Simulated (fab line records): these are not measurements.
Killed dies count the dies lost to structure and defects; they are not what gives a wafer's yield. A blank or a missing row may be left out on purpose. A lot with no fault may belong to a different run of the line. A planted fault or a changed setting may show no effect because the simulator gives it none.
What tool caused it? | flow n5 finfet | Sampling: 9 lots, 27 wafers, 4 of 1938 route steps

WHAT EACH GAUGE READ, for each wafer
N5_BEOL_M3_INSPECT_30: inspects for defects (brightfield).
lot  | measured     | on                | raw defect count
L709 | day 6 21:23  | defect inspect-02 | 546 508 429
L712 | day 8 05:17  | defect inspect-01 | 409 371 444
L717 | day 9 02:51  | defect inspect-01 | 287 441 385
L719 | day 9 16:27  | defect inspect-02 | 323 282 324
L720 | day 10 06:03 | defect inspect-01 | 593 430 503
L723 | day 10 13:47 | defect inspect-02 | 378 419 370
L726 | day 11 10:02 | defect inspect-01 | 671 855 723
L728 | day 11 23:30 | defect inspect-01 | 756 735 878
L732 | day 12 17:56 | defect inspect-01 | 392 393 337

WHAT TOOL EACH LOT RAN ON (gives the tool, then ch and the chambers of the sampled wafers, and finally the start)
lot  | N5_BEOL_M2_DEP_57               | N5_BEOL_M3_ILD_DEP_00           | N5_BEOL_M3_PECVD_72
L709 | pecvd-03 ch 0,1, day 6 19:04    | pecvd-02 ch 0,1,2, day 6 19:13  | pecvd-01 ch 0,1,2, day 6 19:19
L712 | pecvd-03 ch 0,1, day 8 03:07    | pecvd-02 ch 0,1, day 8 03:15    | pecvd-03 ch 0,2, day 8 03:23
L717 | pecvd-03 ch 1,2, day 9 00:16    | pecvd-02 ch 0, day 9 00:25      | pecvd-03 ch 0,1,2, day 9 00:34
L719 | pecvd-02 ch 0,1,2, day 9 13:45  | pecvd-01 ch 0,1,2, day 9 13:53  | pecvd-03 ch 0,1, day 9 13:59
L720 | pecvd-04 ch 1,2, day 10 02:23   | pecvd-01 ch 0,2, day 10 02:32   | pecvd-02 ch 0,2, day 10 02:38
L723 | pecvd-04 ch 0,1,2, day 10 11:02 | pecvd-03 ch 0,1, day 10 11:10   | pecvd-01 ch 0,1, day 10 11:17
L726 | pecvd-02 ch 0,1,2, day 11 07:48 | pecvd-02 ch 0,2, day 11 07:56   | pecvd-03 ch 0,2, day 11 08:02
L728 | pecvd-03 ch 0,1,2, day 11 20:46 | pecvd-02 ch 0,1,2, day 11 20:54 | pecvd-01 ch 0,1,2, day 11 21:00
L732 | pecvd-03 ch 1,2, day 12 15:16   | pecvd-01 ch 1,2, day 12 15:24   | pecvd-02 ch 0,2, day 12 15:31
- N5_BEOL_M2_DEP_57: deposits SiCN from 3MS/NH3, target thk 8 nm, time 14 s.
- N5_BEOL_M3_ILD_DEP_00: deposits SiOC from DEMS/O2, target thk 79 nm, time 15.3 s.
- N5_BEOL_M3_PECVD_72: deposits SiO2 from TEOS/O2, target thk 16 nm, time 18 s.

THE ANSWER, worked out from the rows above alone
Rule: the usual values come from the lots themselves. Put in order of their means at a reading, lots are off if they are a third of the lots or fewer, leave a main group of 4 or more, and stand apart from it by a gap of 3 or more times the standard deviation of the main group's means; of several such gaps the widest counts. The tables above print the reading to a certain number of digits; a main group whose means all agree to those digits is not used. A lot without any number at a reading at which 4 lots or more have one is off too. Where the step has rows for the other lots, those lots are counted as sound.
Off: L726, L728, at N5_BEOL_M3_INSPECT_30 (raw defect count). Main group: mean 408, sd 66.
A tool fits if, at a process step before that reading, it ran every lot that is off, and no sound lot after the first of them. The gauges at N5_BEOL_M3_INSPECT_30 are tried like those tools. One fits: N5_BEOL_M3_ILD_DEP_00 on pecvd-02. Its last sound lot is L717 (day 9 00:25), its first lot that is off L726 (day 11 07:56): a fault that began between those two fits.

WHAT THE SIMULATOR HAD INSERTED
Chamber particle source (pecvd-02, N5_BEOL_M3_ILD_DEP_00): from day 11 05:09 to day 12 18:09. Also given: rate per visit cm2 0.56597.
Lots struck among those shown: L726, L728. The same result came from the rule above.
